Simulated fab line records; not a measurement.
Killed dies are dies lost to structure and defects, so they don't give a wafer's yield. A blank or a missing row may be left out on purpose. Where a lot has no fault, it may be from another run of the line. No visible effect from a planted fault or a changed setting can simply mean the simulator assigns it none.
Comparing a struck lot with a sound one ; flow n5-finfet ; 31 steps out of a route of 1938
Sound: wafers L987.2, L987.4, L987.5. Struck: wafer L990.2. (L990.3, L990.4 of the same lot were not struck and are left out.) The cause comes at the end.
For every step that has rows: the tool of each side, followed by ch and its chambers, followed by its first start. Under that, the readings that differ: sound wafers ; struck wafers ; difference of the means ; sigmas: that difference in standard deviations of wafers without a fault.
alike: words and numbers the same on both sides, and readings whose means are apart by under 2 such deviations; not compared: readings that were withheld, readings missing a value for some wafer, numbers with overlapping values and no deviation given by the record, and bounds like >300 which may hide the same value.
The two part at a step that has a row with sigmas, a row that says differs or no value, or rows on one side only. Numbers that don't overlap but have no deviation are shown without sigmas and don't part them. A reading missing from all wafers of one side parts the sides only when that side holds two or more wafers.

first, 8 steps without rows for these wafers: N5_ILD0_LINER_00 (material SiNx, target thk 4 nm, pulse time 1 s, purge time 2 s); N5_ILD0_FCVD_FILL_01 (material SiO2 flowable, target thk 200 nm, time 328.3 s); N5_ILD0_CURE_02 (time 1800 s); N5_ILD0_CMP_03 (polishes, stops on SiNx, t overpolish 1.9 s, target thk 197.38 nm); N5_ILD0_CMP_07 (polishes SiO2 flowable, stops on poly-Si, t overpolish 1.18 s, target thk 138.88 nm); N5_ILD0_PRECLEAN_10 (cleans in NF3:NH3, afs cycles 5, time 20 s, sublimation time 60 s); N5_ILD0_ALD_15 (deposits SiNx, target thk 24 nm, pulse time 1 s, ald cycles 480); N5_ILD0_CMP_12 (polishes SiNx, stops on poly-Si, t overpolish 6 s, target thk 17.67 nm).
N5_SDB_HM_DEP_00: deposits SiNx from SiH4/NH3/N2, target thk 40 nm, time 35.3 s.
  sound on pecvd-02 ch 0,2, day 4 13:26; struck on pecvd-02 ch 2, day 5 03:22
reading;sound;struck;difference;sigmas
model.SiNx_of_SDB_HM_DEP_00.thk-nm (nm);40.8 40.8 42;32.4;-8.8;
  alike: heater-power-w, showerhead-plenum-p-Torr, showerhead-vpp-V, throttle-valve-pct
then, 13 steps without rows for these wafers: N5_SDB_COAT_03 (time 60 s, resist thk 100 nm); N5_SDB_COAT_04 (time 60 s, resist thk 18 nm); N5_SDB_COAT_05 (resist thk 90 nm); N5_SDB_EBR_07; N5_SDB_SOFTBAKE_06 (time 60 s); N5_SDB_EXPOSE_08 (exposes mask SDB); N5_SDB_PEB_09 (peb time 60 s); N5_SDB_DEVELOP_10 (develop time 30 s); N5_SDB_DESCUM_16 (chemistry O2, time 7.9 s); N5_SDB_ETCH_17 (etches SiARC in CF4, target depth 23.4 nm, time 39 s); N5_SDB_ETCH_18 (etches SOC in N2/H2, target depth 100 nm, overetch 20 nm, time 150 s); N5_SDB_STRIP_19 (strips in N2/H2); N5_SDB_STRIP_21 (strips in CF4).
N5_SDB_HM_OPEN_20: chemistry CH3F/O2, target SiNx, stops on poly-Si, target depth 24 nm.
  sound on rie-diel-06 ch 0,1,2, day 4 14:13; struck on rie-diel-02 ch 1, day 5 04:08
reading;sound;struck;difference;sigmas
model.etch.depth-nm (nm);24.75 24.74 25.97;16.33;-8.82;
  alike: drypump-motor-current-A, oes_ar_750_au, oes-product-au, rf-vpp-V, showerhead-plenum-p-Torr, throttle-valve-pct
  not compared: rf-hours-counter-h
then, 5 steps without rows for these wafers: N5_SDB_STRIP_22 (strips in N2/H2); N5_SDB_PRECLEAN_23 (cleans in dHF, time 30 s); N5_SDB_DUMMY_REMOVE_24 (chemistry TMAH, target poly-Si, stops on SiO2, target depth 142 nm, time 57 s, rinse time 30 s); N5_SDB_ETCH_25 (etches SiO2 in C4F6/O2, target depth 10 nm, time 3.3 s); N5_SDB_CUT_ETCH_26 (etches Si in HBr/Cl2/O2, target depth 129.6 nm, bt time 20 s, time 51.8 s).
N5_SDB_PRECLEAN_38: cleans in dHF, time 10 s.
  sound on wet-bench-06 ch 2,4,7, day 4 14:45; struck on wet-bench-06 ch 1, day 5 04:38
reading;sound;struck;difference;sigmas
model.SiNx_of_SDB_HM_DEP_00.thk-nm (nm);22.2 23.2 24;13.6;-9.5;
then, 1 step without rows for these wafers: N5_SDB_PRECLEAN_39 (cleans in O3/DIW, time 45 s).
-- the record jumps here: 9 days lie between the struck wafers' starts before and after (it left off in module SDB and takes up again in module PASSIVATION, whose first step shown is number 1936 of the route) --
N5_PASSIVATION_PROBE_49:
  sound: prober-01 at day 13 21:01; struck: prober-02 at day 14 12:52
reading;sound;struck;difference;sigmas
killed-dies;99 95 91;131;+36;+2
killed-on-rim;13 7 10;22;+12;+3
  alike: killed_at_M0_to_M3, killed_at_M4_up, killed-at-contacts, killed-at-front-end, killed-at-other, killed-open, killed-short

== WHERE THEY PART ==
N5_PASSIVATION_PROBE_49 only, going by this record.

WHY: what had been put in by the simulator
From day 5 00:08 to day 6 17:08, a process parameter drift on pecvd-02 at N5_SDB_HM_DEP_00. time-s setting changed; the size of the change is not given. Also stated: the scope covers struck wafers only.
